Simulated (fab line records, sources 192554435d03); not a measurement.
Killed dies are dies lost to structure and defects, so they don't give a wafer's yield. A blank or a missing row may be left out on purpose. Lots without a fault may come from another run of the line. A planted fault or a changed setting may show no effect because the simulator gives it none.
fab line records | flow n5_finfet
record lots=23 wafers=69 last_day=18
route steps=1938 shown SDB@375 HKMG_FIN@402 GATE_CUT@488
lots that met no fault: from a run of the same line without faults
start_h: hours from the record's first day to the start of the lot's first wafer shown | wait_h: hours since the lot's step before | " the same as in the row above | L1.1+2: a row that stands for several wafers | - no value, or no start given | * or withheld: withheld | < > ~ a bound
route shown NAME@n: a module of which the file shows steps, and the number in the route of the first | usual: mean/standard deviation of fault-free wafers | same: alike in all rows | chamber/n: place in a boat | sites: the reading at each site | _std_site: their standard deviation | _edge_site: outer sites' mean less inner sites' | radius_mm: how far each site lies from the wafer's centre | mask NAME#n: copy n | behind: the tool/chamber that last shaped the wafer | hold: why the lot was held/for how many hours/how that ended | device: the transistor (n, p or np) that didn't switch | end of line: the same wafers' tests at the end of the route | a step without rows: its recipe alone | killed: dies lost to structure and defects at the first sort, not the wafer's yield | map: a wafer's dies, x killed, . not, _ none there
set.NAME: the setting as run; set.NAME@STEP: as run at that earlier step | model.NAME: the simulator's own value behind a step, which no gauge read
steps of the route over a sample of lots; a table a step, a row a wafer
services: from which hour (start_h, from the record's first day; less than 0 if before it) a tool's chamber was out of use, for how many hours, and why
## steps
# step N5_SDB_THK_MEAS_31
# recipe reads=a-Si_of_DUMMY_GATE_CVD_03
# usual SDB_THK=63.9/1.1
# columns lot.wafer tool chamber start_h wait_h SDB_THK[nm]
L074.2 film_metro-02 - 69.06 - 63.0
L074.3 " - " " 61.1
L074.4 " - " " 63.8
L075.1 film_metro-02 - 76.12 - 64.6
L075.3 " - " " 64.4
L075.5 " - " " 64.5
L076.1 film_metro-01 - 81.05 - 64.4
L076.2 " - " " 65.0
L076.5 " - " " 62.5
L077.1 film_metro-01 - 86.47 - 64.2
L077.2 " - " " 64.8
L077.3 " - " " 63.7
L078.3 film_metro-02 - 97.86 - 63.2
L078.5 " - " " 62.3
L078.6 " - " " 63.2
L079.1 film_metro-01 - 105.08 0.1 65.4
L079.4 " - " " 63.3
L079.6 " - " " 65.1
L080.2 film_metro-02 - 107.56 - 63.4
L080.4 " - " " 65.1
L080.5 " - " " 65.5
L081.1 film_metro-01 - 117.00 - 63.8
L081.2 " - " " 65.8
L081.3 " - " " 63.3
L082.1 film_metro-01 - 121.52 - 64.6
L082.3 " - " " 63.0
L082.6 " - " " 65.6
L083.2 film_metro-01 - 123.73 - 63.0
L083.5 " - " " 63.4
L083.6 " - " " 62.6
L084.3 film_metro-02 - 133.26 - 63.2
L084.5 " - " " 62.8
L084.6 " - " " 63.0
L085.1 film_metro-02 - 136.43 - 63.3
L085.2 " - " " 63.0
L085.5 " - " " 63.5
L086.1 film_metro-01 - 144.95 - 64.0
L086.3 " - " " 64.8
L086.4 " - " " 64.8
L087.2 film_metro-02 - 148.30 - 63.8
L087.3 " - " " 65.0
L087.4 " - " " 63.8
L088.2 film_metro-02 - 154.20 - 65.3
L088.5 " - " " 64.1
L088.6 " - " " 64.3
L090.1 film_metro-01 - 166.34 - 62.2
L090.2 " - " " 62.9
L090.3 " - " " 64.0
L091.2 film_metro-01 - 172.33 - 64.4
L091.4 " - " " 65.2
L091.5 " - " " 64.7
L092.1 film_metro-01 - 179.25 - 65.4
L092.4 " - " " 64.7
L092.6 " - " " 64.4
L093.1 film_metro-02 - 186.40 - 63.3
L093.3 " - " " 63.8
L093.5 " - " " 64.2
L094.1 film_metro-01 - 191.07 - 65.3
L094.2 " - " " 64.3
L094.5 " - " " 64.9
L095.2 film_metro-02 - 197.11 - 64.8
L095.3 " - " " 63.8
L095.5 " - " " 64.6
L096.2 film_metro-02 - 203.55 - 62.0
L096.4 " - " " 61.9
L096.6 " - " " 63.7
L097.2 film_metro-02 - 211.41 - 63.2
L097.3 " - " " 61.6
L097.6 " - " " 61.7
# step N5_HKMG_FIN_ETCH_54
# recipe chemistry=CF4 target=SiARC target_depth_a=455 mask_material=CAR-ArF time_s=75.8 ion_energy_ev=80 pressure_mtorr=40 source_w=545 bias_w=36 Ar_flow_sccm=100 cf4_flow_sccm=100 ends=cleared
# usual drypump_motor_current_A=5.7/0.58 etch_rf_on_time_s=75.1/1.8 mfc_ar_sccm=100.0/0.34 oes_product_au=0.70/0.076 rf_vpp_V=183.5/1 showerhead_plenum_p_Torr=2.10/0.048 throttle_valve_pct=15.65/0.21
# columns lot.wafer tool chamber start_h wait_h drypump_motor_current_A etch_rf_on_time_s mfc_ar_sccm oes_product_au rf_hours_counter_h rf_vpp_V showerhead_plenum_p_Torr throttle_valve_pct
L074.2 rie_diel-06 1 70.99 0.0 4.8 75.8 100.2 0.74 55 184.4 2.09 15.53
L074.3 " 0 " " 5.2 77.4 99.7 0.76 22 182.1 2.12 15.53
L074.4 " 2 " " 5.4 77.4 100.1 0.63 183 182.5 2.05 15.78
L075.1 rie_diel-04 1 78.01 0.0 6.1 71.3 99.2 0.80 17 184.3 2.10 15.31
L075.3 " 3 " " 5.6 73.1 100.4 0.78 27 182.0 2.11 15.70
L075.5 " 3 " " 5.7 73.0 100.5 0.79 - 184.1 2.11 15.71
L076.1 rie_diel-04 1 82.64 0.0 6.1 71.4 99.2 0.80 18 183.5 2.10 15.29
L076.2 " 3 " " 5.7 73.2 99.7 0.79 28 184.5 2.11 15.72
L076.5 " 0 " " 5.5 76.6 100.4 0.66 - 183.2 2.07 15.55
L077.1 rie_diel-03 3 88.15 0.0 6.5 78.2 99.8 0.58 250 183.2 2.03 15.78
L077.2 " 1 " " 6.6 75.8 100.2 0.61 193 183.3 2.05 15.85
L077.3 " 0 " " 5.0 74.8 100.1 0.83 4 185.7 2.20 15.62
L078.3 rie_diel-04 3 99.55 0.0 5.6 73.1 99.7 0.78 34 183.0 2.11 15.71
L078.5 " 0 " " 5.5 75.0 100.0 0.66 - 182.4 2.07 15.57
L078.6 " 3 " " 5.7 73.0 99.5 0.77 - 182.4 2.11 15.72
L079.1 rie_diel-06 1 107.00 0.0 4.8 75.2 100.4 0.73 66 182.8 2.08 15.55
L079.4 " 3 " " 6.7 78.4 100.0 0.59 241 182.7 2.11 15.95
L079.6 " 1 " " 4.9 76.3 100.0 0.72 - 182.3 2.08 15.56
L080.2 rie_diel-06 3 109.14 0.0 6.7 78.1 99.3 0.59 242 185.5 2.11 15.95
L080.4 " 0 " " 5.2 76.4 99.5 0.75 35 184.2 2.11 15.55
L080.5 " 2 " " 5.4 76.4 99.8 0.62 - 183.6 2.05 15.83
L081.1 rie_diel-04 1 118.70 0.0 6.1 71.7 99.8 0.77 32 183.2 2.10 15.33
L081.2 " 0 " " 5.5 76.0 99.9 0.65 123 182.9 2.07 15.60
L081.3 " 3 " " 5.6 73.1 99.8 0.77 42 184.3 2.11 15.75
L082.1 rie_diel-04 3 123.25 0.0 5.6 73.5 99.9 0.76 44 184.1 2.11 15.73
L082.3 " 0 " " 5.5 76.2 100.9 0.65 124 183.2 2.07 15.59
L082.6 " 3 " " 5.6 73.1 100.0 0.76 - 182.8 2.11 15.74
L083.2 rie_diel-04 3 125.49 0.0 5.7 72.7 100.2 0.77 45 184.2 2.11 15.72
L083.5 " 3 " " 5.7 72.3 99.9 0.76 - 183.0 2.11 15.73
L083.6 " 2 " " 5.8 74.2 99.8 0.61 - 183.2 2.13 15.87
L084.3 rie_diel-04 1 135.15 0.0 6.1 71.6 100.3 0.77 34 181.9 2.10 15.36
L084.5 " 3 " " 5.7 73.3 100.4 0.75 - 184.2 2.11 15.74
L084.6 " 2 " " 5.9 74.0 100.6 0.61 - 184.9 2.13 15.88
L085.1 rie_diel-06 0 138.27 0.0 5.2 78.3 100.2 0.73 45 183.0 2.11 15.57
L085.2 " 2 " " 5.3 76.8 100.2 0.62 206 183.5 2.04 15.85
L085.5 " 0 " " 5.2 77.0 100.3 0.73 - 182.6 2.11 15.58
L086.1 rie_diel-04 0 146.65 0.0 5.5 76.0 99.8 0.64 132 183.8 2.06 15.62
L086.3 " 2 " " 5.9 74.4 100.1 0.61 214 182.5 2.13 15.88
L086.4 " 3 " " 5.6 73.9 99.9 0.75 52 183.3 2.10 15.75
L087.2 rie_diel-03 0 149.99 0.0 5.0 75.4 100.0 0.77 28 185.0 2.19 15.68
L087.3 " 3 " " 6.5 72.7 99.9 0.81 10 186.1 2.28 15.27
L087.4 " 1 " " 6.6 75.3 99.6 0.60 217 182.7 2.04 15.88
L088.2 rie_diel-04 1 155.96 0.0 6.1 72.4 100.0 0.76 42 182.8 2.09 15.38
L088.5 " 2 " " 5.8 74.5 99.7 0.60 - 182.9 2.13 15.88
L088.6 " 1 " " 6.1 72.2 99.6 0.75 - 183.2 2.09 15.36
L090.1 rie_diel-04 1 168.47 0.0 6.1 72.5 100.4 0.75 47 185.1 2.09 15.36
L090.2 " 2 " " 5.9 75.7 100.0 0.59 224 183.7 2.13 15.89
L090.3 " 3 " " 5.7 73.6 99.7 0.74 62 183.8 2.10 15.77
L091.2 rie_diel-03 2 174.01 0.0 4.8 73.7 99.7 0.77 29 182.8 2.09 15.16
L091.4 " 3 " " 6.5 72.2 99.7 0.79 19 185.8 2.27 15.29
L091.5 " 1 " " 6.6 74.7 100.0 0.59 - 182.7 2.04 15.89
L092.1 rie_diel-03 1 180.98 0.0 6.6 75.5 100.5 0.58 229 181.0 2.03 15.91
L092.4 " 2 " " 4.8 74.2 99.8 0.77 32 184.2 2.09 15.16
L092.6 " 0 " " 5.0 75.0 100.3 0.75 - 184.6 2.18 15.69
L093.1 rie_diel-06 0 188.24 0.0 5.2 76.3 99.9 0.71 64 184.6 2.10 15.61
L093.3 " 1 " " 4.9 74.7 100.0 0.69 97 184.1 2.07 15.62
L093.5 " 3 " " 6.7 76.8 100.2 0.80 - 183.2 2.10 15.50
L094.1 rie_diel-03 1 193.20 0.0 6.6 75.2 100.0 0.58 233 183.3 2.03 15.92
L094.2 " 0 " " 5.0 75.6 99.7 0.74 44 183.7 2.18 15.70
L094.5 " 1 " " 6.6 76.0 100.1 0.58 - 182.3 2.03 15.93
L095.2 rie_diel-06 3 198.74 0.0 6.7 77.5 100.2 0.79 18 183.9 2.10 15.51
L095.3 " 2 " " 5.4 77.6 100.1 0.60 231 182.2 2.03 15.90
L095.5 " 3 " " 6.7 76.1 99.8 0.80 - 184.2 2.10 15.51
L096.2 rie_diel-06 0 205.42 0.0 5.2 77.6 100.0 0.70 71 183.2 2.10 15.62
L096.4 " 3 " " 6.7 77.8 99.6 0.79 20 183.6 2.10 15.53
L096.6 " 2 " " 5.4 78.3 99.8 0.60 - 183.9 2.03 15.88
L097.2 rie_diel-04 3 212.96 0.0 5.6 75.4 99.8 0.71 76 182.9 2.10 15.79
L097.3 " 2 " " 5.8 75.3 100.7 0.59 240 182.8 2.12 15.93
L097.6 " 3 " " 5.6 74.0 100.0 0.72 - 183.2 2.10 15.80
# step N5_HKMG_FIN_PWFM_ALD_03
# recipe material=TiN target_thk_a=20 temp_c=400 ald_precursor_family=TiCl4 ald_co_reactant=NH3 pulse_time_s=1 purge_time_s=3 co_reactant_purge_time_s=2 co_reactant_pulse_time_s=2 ald_cycles=91 pressure_torr=3
# usual heater_power_outer_w=523/55 heater_power_w=873/98 precursor_pulse_height_rel=1.000/0.02
# columns lot.wafer tool chamber start_h wait_h heater_power_outer_w heater_power_w precursor_pulse_height_rel
L074.2 ald_metal-02 1 73.41 0.0 495 794 1.028
L074.3 " 0 " " 550 989 1.030
L074.4 " 3 " " 531 897 1.025
L075.1 ald_metal-02 1 80.54 0.0 497 799 0.976
L075.3 " 2 " " 459 788 1.009
L075.5 " 3 " " 552 877 1.010
L076.1 ald_metal-02 3 85.06 0.0 536 882 0.995
L076.2 " 0 " " 573 972 0.997
L076.5 " 2 " " 457 775 1.001
L077.1 ald_metal-01 2 90.61 0.0 647 1034 1.002
L077.2 " 1 " " 560 977 0.991
L077.3 " 3 " " 505 917 0.987
L078.3 ald_metal-02 3 101.97 0.0 553 876 0.997
L078.5 " 0 " " 568 982 0.974
L078.6 " 1 " " 493 799 0.973
L079.1 ald_metal-02 0 109.42 0.0 568 983 1.030
L079.4 " 1 " " 485 777 1.013
L079.6 " 1 " " 497 795 1.003
L080.2 ald_metal-03 3 111.70 0.0 466 713 1.032
L080.4 " 2 " " 519 792 0.999
L080.5 " 1 " " 564 940 1.019
L081.1 ald_metal-03 2 121.12 0.0 514 823 1.000
L081.2 " 0 " " 495 854 1.025
L081.3 " 3 " " 477 707 0.996
L082.1 ald_metal-03 0 125.66 0.0 497 804 0.988
L082.3 " 2 " " 509 836 1.030
L082.6 " 0 " " 507 845 0.999
L083.2 ald_metal-01 1 128.10 0.0 540 1006 0.996
L083.5 " 1 " " 549 985 1.005
L083.6 " 2 " " 652 1074 0.992
L084.3 ald_metal-01 2 137.65 0.0 645 1081 1.038
L084.5 " 3 " " 512 931 1.004
L084.6 " 2 " " 624 1066 0.982
L085.1 ald_metal-02 2 140.69 0.0 444 776 0.994
L085.2 " 0 " " 565 959 1.019
L085.5 " 2 " " 456 767 1.020
L086.1 ald_metal-01 1 149.19 0.0 559 979 1.031
L086.3 " 2 " " 636 1070 0.988
L086.4 " 0 " " 453 782 1.002
L087.2 ald_metal-03 1 152.60 0.0 585 941 0.964
L087.3 " 2 " " 533 840 0.978
L087.4 " 0 " " 504 844 1.013
L088.2 ald_metal-02 1 158.54 0.0 488 808 1.028
L088.5 " 0 " " 556 976 0.986
L088.6 " 1 " " 491 802 1.000
L090.1 ald_metal-02 0 170.97 0.0 573 978 0.972
L090.2 " 2 " " 455 783 1.002
L090.3 " 1 " " 499 808 1.014
L091.2 ald_metal-03 0 176.43 0.0 499 843 0.987
L091.4 " 1 " " 585 904 0.971
L091.5 " 0 " " 495 855 0.987
L092.1 ald_metal-02 2 183.55 0.0 466 763 1.007
L092.4 " 0 " " 565 997 1.021
L092.6 " 3 " " 543 914 1.002
L093.1 ald_metal-02 3 190.66 0.0 546 894 1.009
L093.3 " 1 " " 509 812 0.960
L093.5 " 2 " " 450 791 0.997
L094.1 ald_metal-01 2 195.62 0.0 654 1047 1.010
L094.2 " 0 " " 452 766 1.010
L094.5 " 2 " " 641 1044 1.037
L095.2 ald_metal-01 2 201.42 0.0 641 1041 1.022
L095.3 " 3 " " 503 928 0.984
L095.5 " 2 " " 643 1093 1.028
L096.2 ald_metal-03 2 208.13 0.0 525 817 1.020
L096.4 " 1 " " 581 903 0.984
L096.6 " 2 " " 534 813 1.012
L097.2 ald_metal-01 0 215.37 0.0 444 779 1.010
L097.3 " 2 " " 618 1035 0.985
L097.6 " 1 " " 547 980 1.015
# step N5_HKMG_FIN_STRIP_89
# recipe chemistry=N2/H2 material=SOC time_s=20 power_w=500 temp_c=40 pressure_mtorr=50 rf_frequency_hz=6e+07 bias_power_w=8 h2_frac=0.5 n2_flow_sccm=300 h2_flow_sccm=300
# usual drypump_motor_current_A=5.6/0.63 oes_product_au=0.82/0.093 rf_vpp_V=54.0/0.85 showerhead_plenum_p_Torr=3.29/0.084 throttle_valve_pct=19.1/0.36
# columns lot.wafer tool chamber start_h wait_h drypump_motor_current_A oes_product_au rf_hours_counter_h rf_vpp_V showerhead_plenum_p_Torr throttle_valve_pct
L074.2 rie_diel-03 1 75.62 0.0 6.6 0.72 187 52.8 3.23 19.8
L074.3 " 3 " " 6.5 0.68 245 52.5 3.16 19.0
L074.4 " 2 " " 4.8 0.68 - 53.4 3.33 19.3
L075.1 rie_diel-06 1 82.73 0.0 4.9 0.86 59 54.4 3.29 18.9
L075.3 " 2 " " 5.4 0.75 187 53.1 3.22 19.6
L075.5 " 1 " " 4.9 0.86 - 51.7 3.29 18.9
L076.1 rie_diel-06 0 87.91 0.0 5.2 0.88 28 53.6 3.30 19.3
L076.2 " 2 " " 5.4 0.74 190 53.4 3.22 19.6
L076.5 " 3 " " 6.7 0.70 - 53.4 3.31 19.2
L077.1 rie_diel-04 3 92.91 0.0 5.6 0.91 32 54.5 3.27 19.2
L077.2 " 0 " " 5.5 0.77 114 55.3 3.24 19.0
L077.3 " 2 " " 5.9 0.73 192 54.6 3.34 19.3
L078.3 rie_diel-04 0 104.39 0.0 5.5 0.76 118 53.4 3.24 19.0
L078.5 " 1 " " 6.2 0.93 - 53.0 3.30 18.5
L078.6 " 2 " " 5.9 0.72 - 53.7 3.34 19.3
L079.1 rie_diel-04 2 111.72 0.0 5.8 0.72 200 53.9 3.33 19.3
L079.4 " 3 " " 5.7 0.89 39 54.0 3.27 19.2
L079.6 " 1 " " 6.2 0.90 - 53.0 3.29 18.5
L080.2 rie_diel-03 1 114.40 0.0 6.6 0.71 205 54.1 3.22 19.8
L080.4 " 1 " " 6.6 0.70 - 53.9 3.22 19.8
L080.5 " 0 " " 5.0 0.95 - 54.1 3.43 19.0
L081.1 rie_diel-06 3 123.30 0.0 6.7 0.68 246 53.6 3.30 19.3
L081.2 " 0 " " 5.2 0.86 39 54.2 3.29 19.3
L081.3 " 2 " " 5.4 0.73 201 54.2 3.21 19.6
L082.1 rie_diel-03 1 127.97 0.0 6.6 0.71 210 53.8 3.21 19.9
L082.3 " 3 " " 6.5 0.98 2 55.8 3.56 18.5
L082.6 " 0 " " 5.0 0.92 - 55.3 3.43 19.0
L083.2 rie_diel-03 1 130.28 0.0 6.6 0.70 211 53.5 3.21 19.8
L083.5 " 3 " " 6.5 0.96 - 54.7 3.56 18.5
L083.6 " 2 " " 4.8 0.93 - 52.8 3.32 18.9
L084.3 rie_diel-06 1 140.03 0.0 4.9 0.84 79 54.4 3.28 18.9
L084.5 " 1 " " 4.8 0.84 - 54.5 3.27 18.9
L084.6 " 2 " " 5.4 0.73 - 53.9 3.21 19.6
L085.1 rie_diel-04 1 143.15 0.0 6.1 0.89 37 54.7 3.29 18.6
L085.2 " 3 " " 5.6 0.88 52 55.8 3.26 19.2
L085.5 " 2 " " 5.9 0.71 - 52.7 3.33 19.3
L086.1 rie_diel-06 0 151.50 0.0 5.2 0.85 52 53.8 3.28 19.3
L086.3 " 2 " " 5.4 0.71 213 54.6 3.21 19.6
L086.4 " 0 " " 5.2 0.86 - 53.7 3.28 19.3
L087.2 rie_diel-06 1 155.36 0.0 4.9 0.82 86 54.0 3.27 18.9
L087.3 " 0 " " 5.2 0.85 53 54.8 3.28 19.3
L087.4 " 3 " " 6.7 0.99 2 53.2 3.30 18.9
L088.2 rie_diel-06 0 160.89 0.0 5.2 0.84 56 53.7 3.28 19.3
L088.5 " 2 " " 5.4 0.71 - 52.4 3.21 19.6
L088.6 " 3 " " 6.7 0.98 - 53.8 3.29 18.9
L090.1 rie_diel-03 3 173.27 0.0 6.5 0.91 18 54.2 3.55 18.5
L090.2 " 1 " " 6.6 0.69 226 54.2 3.20 19.9
L090.3 " 0 " " 5.0 0.89 37 53.4 3.42 19.0
L091.2 rie_diel-06 1 178.74 0.0 4.9 0.81 95 54.7 3.27 19.0
L091.4 " 3 " " 6.7 0.96 12 54.2 3.29 18.9
L091.5 " 0 " " 5.2 0.83 - 53.9 3.28 19.3
L092.1 rie_diel-04 2 185.73 0.0 5.8 0.70 230 54.0 3.32 19.4
L092.4 " 0 " " 5.5 0.75 142 54.8 3.23 19.0
L092.6 " 0 " " 5.5 0.75 - 54.0 3.23 19.0
L093.1 rie_diel-04 0 192.99 0.0 5.5 0.73 143 54.1 3.23 19.0
L093.3 " 3 " " 5.7 0.85 69 54.1 3.25 19.3
L093.5 " 2 " " 5.9 0.70 - 55.1 3.32 19.3
L094.1 rie_diel-04 2 197.82 0.0 5.9 0.70 234 55.3 3.32 19.3
L094.2 " 1 " " 6.1 0.86 57 53.9 3.28 18.6
L094.5 " 2 " " 5.8 0.69 - 55.1 3.32 19.3
L095.2 rie_diel-03 0 203.74 0.0 5.0 0.88 47 53.5 3.41 19.1
L095.3 " 2 " " 4.8 0.89 40 54.5 3.31 18.9
L095.5 " 1 " " 6.6 0.68 - 53.9 3.20 19.9
L096.2 rie_diel-06 3 210.44 0.0 6.7 0.91 23 53.4 3.28 18.9
L096.4 " 0 " " 5.2 0.82 73 54.1 3.27 19.3
L096.6 " 0 " " 5.2 0.82 - 53.7 3.27 19.3
L097.2 rie_diel-03 2 217.56 0.0 4.8 0.86 45 54.8 3.30 18.9
L097.3 " 3 " " 6.5 0.88 35 54.9 3.54 18.6
L097.6 " 0 " " 5.0 0.86 - 53.2 3.41 19.1
# step N5_GATE_CUT_OVL_MEAS_14
# recipe points_per_wafer=522
# usual GATE_CUT_OVL=0.1/0.74
# same points_per_wafer=522
# columns lot.wafer tool chamber start_h wait_h GATE_CUT_OVL[nm]
L074.2 overlay-01 0 82.56 0.0 1.3
L074.3 " 0 " " -1.0
L074.4 " 0 " " 0.8
L075.1 overlay-02 0 89.56 0.0 0.9
L075.3 " 0 " " 0.8
L075.5 " 0 " " 1.2
L076.1 overlay-02 0 95.10 0.0 1.1
L076.2 " 0 " " 0.9
L076.5 " 0 " " 0.9
L077.1 overlay-01 0 104.24 0.0 0.0
L077.2 " 0 " " -0.2
L077.3 " 0 " " 0.4
L078.3 overlay-02 0 111.31 0.0 -0.2
L078.5 " 0 " " -0.3
L078.6 " 0 " " -0.3
L079.1 overlay-02 0 119.00 0.0 0.0
L079.4 " 0 " " 1.1
L079.6 " 0 " " 0.9
L080.2 overlay-02 0 121.88 0.0 0.7
L080.4 " 0 " " 0.3
L080.5 " 0 " " 1.9
L081.1 overlay-01 0 130.23 0.0 0.4
L081.2 " 0 " " -1.1
L081.3 " 0 " " -0.4
L082.1 overlay-02 0 134.60 0.0 0.5
L082.3 " 0 " " 1.1
L082.6 " 0 " " 0.1
L083.2 overlay-01 0 137.24 0.0 0.2
L083.5 " 0 " " 1.0
L083.6 " 0 " " -0.3
L084.3 overlay-01 0 146.67 0.0 -0.3
L084.5 " 0 " " 0.5
L084.6 " 0 " " 0.2
L085.1 overlay-02 0 150.12 0.0 0.1
L085.2 " 0 " " -0.5
L085.5 " 0 " " -0.8
L086.1 overlay-01 0 158.26 0.0 0.8
L086.3 " 0 " " 0.2
L086.4 " 0 " " 0.6
L087.2 overlay-02 0 163.74 0.0 1.1
L087.3 " 0 " " -0.9
L087.4 " 0 " " 0.6
L088.2 overlay-01 0 169.11 0.0 -0.7
L088.5 " 0 " " -0.8
L088.6 " 0 " " -0.4
L090.1 overlay-02 0 180.23 0.0 -0.8
L090.2 " 0 " " 1.1
L090.3 " 0 " " 0.4
L091.2 overlay-01 0 185.71 0.0 0.1
L091.4 " 0 " " -0.7
L091.5 " 0 " " -0.2
L092.1 overlay-02 0 193.18 0.0 -0.1
L092.4 " 0 " " 0.1
L092.6 " 0 " " -0.3
L093.1 overlay-02 0 199.75 0.0 0.1
L093.3 " 0 " " 0.1
L093.5 " 0 " " 0.5
L094.1 overlay-01 0 204.47 0.0 -0.3
L094.2 " 0 " " 0.4
L094.5 " 0 " " -0.1
L095.2 overlay-01 0 210.35 0.0 0.3
L095.3 " 0 " " 1.0
L095.5 " 0 " " 0.3
L096.2 overlay-02 0 217.25 0.0 0.4
L096.4 " 0 " " 1.1
L096.6 " 0 " " 0.3
L097.2 overlay-02 0 225.13 0.0 -1.0
L097.3 " 0 " " -0.2
L097.6 " 0 " " -0.2
# step N5_GATE_CUT_ETCH_37
# recipe chemistry=N2/H2 target=SOC target_depth_a=600 overetch_a=120 mask_material=SiARC temp_c=40 time_s=90 ion_energy_ev=200 pressure_mtorr=30 source_w=840 bias_w=150 n2_flow_sccm=200 h2_flow_sccm=200
# usual drypump_motor_current_A=5.8/0.39 oes_product_au=0.68/0.053 rf_vpp_V=524.2/2.7 showerhead_plenum_p_Torr=2.55/0.091 throttle_valve_pct=17.86/0.18
# columns lot.wafer tool chamber start_h wait_h drypump_motor_current_A oes_product_au rf_hours_counter_h rf_vpp_V showerhead_plenum_p_Torr throttle_valve_pct
L074.2 rie_diel-02 2 82.73 0.0 5.0 0.69 156 524.1 2.54 17.70
L074.3 " 1 " " 6.2 0.66 169 526.0 2.61 17.60
L074.4 " 3 " " 5.9 0.66 165 522.0 2.45 17.95
L075.1 rie_diel-01 0 89.82 0.0 6.0 0.72 121 521.6 2.45 17.90
L075.3 " 1 " " 6.5 0.84 13 526.1 2.61 17.76
L075.5 " 0 " " 6.0 0.73 - 521.6 2.45 17.89
L076.1 rie_diel-05 2 95.33 0.0 5.6 0.67 187 528.6 2.63 17.75
L076.2 " 1 " " 5.7 0.67 150 520.2 2.43 18.24
L076.5 " 1 " " 5.7 0.67 - 522.6 2.43 18.24
L077.1 rie_diel-05 1 104.41 0.0 5.7 0.67 152 521.7 2.43 18.23
L077.2 " 2 " " 5.6 0.66 190 527.0 2.63 17.78
L077.3 " 0 " " 5.9 0.78 51 527.0 2.68 17.69
L078.3 rie_diel-05 2 111.93 0.0 5.6 0.66 192 525.9 2.63 17.77
L078.5 " 2 " " 5.6 0.66 - 527.0 2.63 17.77
L078.6 " 1 " " 5.7 0.67 - 522.3 2.43 18.25
L079.1 rie_diel-02 3 119.22 0.0 5.9 0.65 179 520.0 2.44 17.98
L079.4 " 0 " " 5.7 0.67 - 522.8 2.54 17.65
L079.6 " 2 " " 5.0 0.67 - 523.4 2.53 17.73
L080.2 rie_diel-05 2 122.04 0.0 5.6 0.66 195 526.6 2.63 17.78
L080.4 " 1 " " 5.7 0.66 158 522.0 2.43 18.24
L080.5 " 0 " " 5.9 0.76 - 527.2 2.68 17.71
L081.1 rie_diel-01 3 130.40 0.0 5.0 0.65 180 521.5 2.43 17.97
L081.2 " 0 " " 6.0 0.71 135 520.7 2.44 17.90
L081.3 " 2 " " 6.0 0.67 169 527.2 2.64 17.90
L082.1 rie_diel-05 1 134.77 0.0 5.7 0.66 160 520.3 2.42 18.27
L082.3 " 3 " " 5.6 0.65 203 524.9 2.64 17.93
L082.6 " 2 " " 5.6 0.66 - 526.9 2.63 17.78
L083.2 rie_diel-01 1 137.69 0.0 6.5 0.82 28 524.2 2.60 17.79
L083.5 " 0 " " 6.1 0.70 - 522.4 2.44 17.91
L083.6 " 1 " " 6.5 0.82 - 525.3 2.60 17.79
L084.3 rie_diel-02 2 146.83 0.0 5.0 0.66 177 523.7 2.53 17.75
L084.5 " 2 " " 5.0 0.66 - 523.9 2.53 17.73
L084.6 " 1 " " 6.2 0.66 - 526.1 2.61 17.62
L085.1 rie_diel-02 0 150.30 0.0 5.8 0.66 153 523.0 2.53 17.68
L085.2 " 3 " " 5.9 0.64 189 520.5 2.44 17.99
L085.5 " 1 " " 6.2 0.65 - 526.0 2.61 17.63
L086.1 rie_diel-02 2 158.47 0.0 4.9 0.65 180 523.5 2.53 17.76
L086.3 " 1 " " 6.2 0.65 186 528.0 2.60 17.63
L086.4 " 0 " " 5.8 0.66 156 524.2 2.53 17.69
L087.2 rie_diel-05 1 164.04 0.0 5.7 0.65 170 520.6 2.42 18.26
L087.3 " 3 " " 5.6 0.63 213 525.2 2.63 17.96
L087.4 " 2 " " 5.6 0.65 208 527.0 2.62 17.80
L088.2 rie_diel-05 0 169.28 0.0 5.9 0.75 70 528.0 2.68 17.73
L088.5 " 3 " " 5.6 0.63 - 526.3 2.63 17.95
L088.6 " 0 " " 5.9 0.75 - 528.4 2.68 17.71
L090.1 rie_diel-05 2 180.40 0.0 5.6 0.64 213 526.0 2.62 17.81
L090.2 " 1 " " 5.7 0.65 175 520.4 2.42 18.28
L090.3 " 3 " " 5.6 0.64 218 525.9 2.63 17.97
L091.2 rie_diel-02 0 185.87 0.0 5.8 0.65 166 523.4 2.53 17.71
L091.4 " 3 " " 5.9 0.63 - 520.0 2.43 18.02
L091.5 " 0 " " 5.8 0.65 - 521.5 2.53 17.70
L092.1 rie_diel-05 2 193.35 0.0 5.6 0.65 217 526.3 2.62 17.81
L092.4 " 0 " " 5.8 0.74 78 527.6 2.67 17.73
L092.6 " 1 " " 5.7 0.65 - 520.4 2.42 18.29
L093.1 rie_diel-01 1 200.02 0.0 6.5 0.80 47 525.2 2.60 17.81
L093.3 " 2 " " 6.0 0.65 191 526.2 2.63 17.95
L093.5 " 1 " " 6.5 0.79 - 525.2 2.60 17.82
L094.1 rie_diel-01 0 204.65 0.0 6.1 0.70 157 520.9 2.43 17.94
L094.2 " 1 " " 6.5 0.78 49 524.3 2.59 17.83
L094.5 " 0 " " 6.0 0.69 - 522.1 2.43 17.93
L095.2 rie_diel-02 0 210.51 0.0 5.7 0.65 174 523.1 2.53 17.72
L095.3 " 1 " " 6.1 0.64 199 525.8 2.60 17.66
L095.5 " 3 " " 5.9 0.64 - 520.2 2.43 18.03
L096.2 rie_diel-02 1 217.45 0.0 6.2 0.64 200 527.6 2.60 17.66
L096.4 " 3 " " 5.9 0.62 211 519.1 2.43 18.03
L096.6 " 0 " " 5.7 0.64 - 525.4 2.53 17.72
L097.2 rie_diel-02 0 225.30 0.0 5.7 0.64 178 525.0 2.52 17.73
L097.3 " 1 " " 6.1 0.64 203 526.7 2.60 17.65
L097.6 " 0 " " 5.7 0.65 - 524.1 2.52 17.72
## services
# columns tool chamber start_h hours kind
ald_metal-03 2 53.08 30.6 repair
rie_diel-03 0 54.03 - clean
rie_diel-01 3 76.84 10.0 repair
rie_diel-06 3 81.71 6.0 repair
rie_diel-05 1 91.99 2.6 repair
rie_diel-02 1 92.88 3.0 repair
rie_diel-03 - 97.60 2.8 pm
ald_metal-03 - 103.90 0.6 repair
rie_diel-02 1 113.71 14.4 repair
rie_diel-04 1 120.81 9.9 repair
ald_metal-02 3 120.85 3.3 repair
rie_diel-06 3 135.20 - clean
rie_diel-06 3 135.20 - consumable_replace:focus_ring
rie_diel-06 3 135.20 16.4 scheduled_down
rie_diel-06 3 135.20 16.4 vent_cycle
rie_diel-04 0 148.13 8.1 repair
ald_metal-02 - 160.91 2.8 pm
rie_diel-02 1 163.00 10.2 repair
ald_metal-01 1 166.47 37.5 repair
ald_metal-01 - 174.89 1.0 repair
rie_diel-05 1 177.64 1.4 repair
rie_diel-01 0 181.02 4.1 repair
ald_metal-03 - 194.52 6.0 pm
ald_metal-01 - 202.97 0.9 repair
## key
fault none
